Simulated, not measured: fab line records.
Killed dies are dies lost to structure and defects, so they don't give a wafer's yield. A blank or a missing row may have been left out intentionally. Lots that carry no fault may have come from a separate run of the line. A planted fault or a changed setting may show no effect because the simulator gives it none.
Which tool was responsible? ; flow nandHarc ; 42 wafers from 14 lots sampled at 4 of the route's 1159 steps

== WHAT THE GAUGES READ, wafer by wafer ==
NHARC_A_ONON_D1_THK_MEAS_27: measures by ellipsometry.
lot;measured;on;thkNm (nm)
L136;day 7 11:29;filmMetro-02;1011 1013 1012
L137;day 8 11:19;filmMetro-02;1001 1000 999
L138;day 8 11:20;filmMetro-02;997 996 998
L139;day 8 11:19;filmMetro-01;1006 1006 1007
L140;day 9 05:10;filmMetro-02;996 995 995
L141;day 9 05:21;filmMetro-02;996 999 996
L142;day 9 13:43;filmMetro-01;989 990 988
L144;day 10 05:16;filmMetro-01;1003 1003 1004
L146;day 10 17:44;filmMetro-01;1005 1004 1002
L154;day 12 06:04;filmMetro-01;662 661 661
L152;day 12 06:25;filmMetro-02;682 680 682
L155;day 12 22:56;filmMetro-01;991 991 991
L157;day 12 23:13;filmMetro-01;1002 1001 999
L158;day 13 09:17;filmMetro-01;998 997 995

NHARC_END_SORT_01.
lot;measured;on;killedAtArray;killedAtOther;killedAtPeriphery;killedDies;killedOpen;killedShort
L152;day 24 08:30;prober-02;674 672 673;1 3 1;2 2 3;677 677 677;2 3 5;1 4 7

== TOOL THAT RAN EACH LOT (tool first, then ch and the chambers of the sampled wafers, then the start) ==
lot;NHARC_A_ONON_D1_DEP_25;NHARC_A_CHANNEL_HOLE_D1_DEP_00
L136;pecvdOnon-04 ch 0, day 7 10:59;aclDep-01 ch 0, day 7 13:15
L137;pecvdOnon-01 ch 0, day 8 10:52;aclDep-01 ch 0, day 8 15:59
L138;pecvdOnon-04 ch 0, day 8 10:53;aclDep-03 ch 0, day 8 16:43
L139;pecvdOnon-03 ch 0, day 8 10:56;aclDep-02 ch 0, day 8 16:20
L140;pecvdOnon-03 ch 0, day 9 04:43;aclDep-01 ch 0, day 9 09:23
L141;pecvdOnon-04 ch 0, day 9 04:53;aclDep-02 ch 0, day 9 09:49
L142;pecvdOnon-04 ch 0, day 9 13:16;aclDep-03 ch 0, day 9 17:05
L144;pecvdOnon-04 ch 0, day 10 04:45;aclDep-01 ch 0, day 10 06:28
L146;pecvdOnon-01 ch 0, day 10 17:20;aclDep-01 ch 0, day 10 21:52
L154;pecvdOnon-01 ch 0, day 12 05:33;-
L152;pecvdOnon-01 ch 0, day 12 05:58;-
L155;pecvdOnon-03 ch 0, day 12 22:26;aclDep-03 ch 0, day 13 04:36
L157;pecvdOnon-04 ch 0, day 12 22:42;aclDep-02 ch 0, day 13 06:01
L158;pecvdOnon-03 ch 0, day 13 08:50;aclDep-02 ch 0, day 13 19:06
- NHARC_A_ONON_D1_DEP_25: target thk 1000 nm.
- NHARC_A_CHANNEL_HOLE_D1_DEP_00: deposits aC, target thk 3100 nm.

== AS READ BY THE TOOLS THEMSELVES (means over the sampled wafers that have a number; for cases with no such wafer, the mark the record gives instead) ==
NHARC_A_CHANNEL_HOLE_D1_DEP_00.
lot;tool;throttleValvePct (%)
L136;aclDep-01;35.008
L137;aclDep-01;34.998
L138;aclDep-03;34.994
L139;aclDep-02;35.001
L140;aclDep-01;35.010
L141;aclDep-02;35.003
L142;aclDep-03;34.999
L144;aclDep-01;34.995
L146;aclDep-01;34.994
L155;aclDep-03;35.004
L157;aclDep-02;35.004
L158;aclDep-02;35.005

== THE ANSWER, worked out from the rows above alone ==
Rule: what is usual is taken from the lots themselves. The widest of any qualifying gaps counts: lots, ordered by their means at a reading, are off when they make up no more than a third of the lots, leave a main group of 4 or more, and stand apart from it by 3 or more times the standard deviation of that group's means. Not used: any main group whose means are identical at the precision the tables above print for the reading. Also off: a lot with no number at a reading for which 4 or more lots have one. Where the step has rows for the other lots, those lots are counted as sound. First the gauges in route order, then the tools' own readings, where a lot's mean is used as printed above. At the first step where some lot is off, the reading lying furthest off is the one used; lots without a number count as furthest.
Off, at NHARC_A_ONON_D1_THK_MEAS_27 on thkNm: L154, L152. Main group: mean 999 nm, sd 6.2.
If a tool, at a process step before that reading, ran all the lots that are off and no sound lot after the first of them, it fits. Those tools and the gauges at NHARC_A_ONON_D1_THK_MEAS_27 are tried in the same way. One fits: NHARC_A_ONON_D1_DEP_25 on pecvdOnon-01. Its last sound lot is L146 (day 10 17:20), its first lot that is off L154 (day 12 05:33): a fault that began between those two fits.

== WHAT THE SIMULATOR HAD PUT IN ==
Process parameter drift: pecvdOnon-01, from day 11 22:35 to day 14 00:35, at NHARC_A_ONON_D1_DEP_25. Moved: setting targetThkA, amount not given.
Lots struck among those shown: L154, L152. The same result came from the rule above.
